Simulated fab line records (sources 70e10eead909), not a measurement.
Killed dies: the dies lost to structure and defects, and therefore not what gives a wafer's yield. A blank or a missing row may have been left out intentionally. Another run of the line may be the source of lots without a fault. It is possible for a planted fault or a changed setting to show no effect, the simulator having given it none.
What tool caused it? ; flow nand_harc ; 6 lots with 18 wafers sampled at 2 steps, on a route of 1159 steps

## WHAT THE GAUGES SHOWED, per wafer
NHARC_A_ONON_D1_INSPECT_32.
lot;measured;on;raw_defect_count
L751;day 8 22:04;defect_inspect-02;62 78 74
L752;day 9 04:34;defect_inspect-01;136 104 181
L754;day 9 13:31;defect_inspect-02;99 81 128
L757;day 10 22:07;defect_inspect-02;52 93 61
L764;day 12 09:44;defect_inspect-01;540 610 595 549 597 595
L770;day 13 16:26;defect_inspect-01;40 50 44

## WHAT TOOL EACH LOT RAN ON (gives the tool, then ch and the chambers of the sampled wafers, and finally the start)
lot;NHARC_A_ONON_D1_DEP_33
L751;pecvd-03 ch 1,2, day 8 21:38
L752;pecvd-01 ch 0,1, day 9 04:04
L754;pecvd-01 ch 0,1, day 9 13:01
L757;pecvd-03 ch 0,2, day 10 21:38
L764;pecvd-03 ch 0,1,2, day 12 09:22
L770;pecvd-01 ch 0,2, day 13 16:03
- NHARC_A_ONON_D1_DEP_33: deposits SiO2, target thk 200 nm.

## THE ANSWER, worked out from the rows above alone
Rule: the usual values come from the lots themselves. The widest of any qualifying gaps counts: lots, ordered by their means at a reading, are off when they make up no more than a third of the lots, leave a main group of 4 or more, and stand apart from it by 3 or more times the standard deviation of that group's means. Not used: any main group whose means are identical at the precision the tables above print for the reading. Also off: a lot with no number at a reading for which 4 or more lots have one. The other lots that the step has rows for count as sound.
Off: L764, at NHARC_A_ONON_D1_INSPECT_32 (raw_defect_count). The main group: mean 86, standard deviation 33.
If a tool, at a process step before that reading, ran all the lots that are off and no sound lot after the first of them, it fits. Gauges at NHARC_A_ONON_D1_INSPECT_32: tried the same way as those tools. One fits: NHARC_A_ONON_D1_DEP_33 on pecvd-03. A fault onset in the window from L757 (day 10 21:38, its last sound lot) to L764 (day 12 09:22, its first lot off) fits.

## WHAT HAD BEEN PUT IN BY THE SIMULATOR
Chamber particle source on pecvd-03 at NHARC_A_ONON_D1_DEP_33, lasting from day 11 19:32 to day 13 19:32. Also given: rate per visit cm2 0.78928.
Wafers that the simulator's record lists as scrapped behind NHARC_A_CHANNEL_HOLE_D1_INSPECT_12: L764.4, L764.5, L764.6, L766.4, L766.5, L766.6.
Lots struck among those shown: L764. Same finding as the rule above.
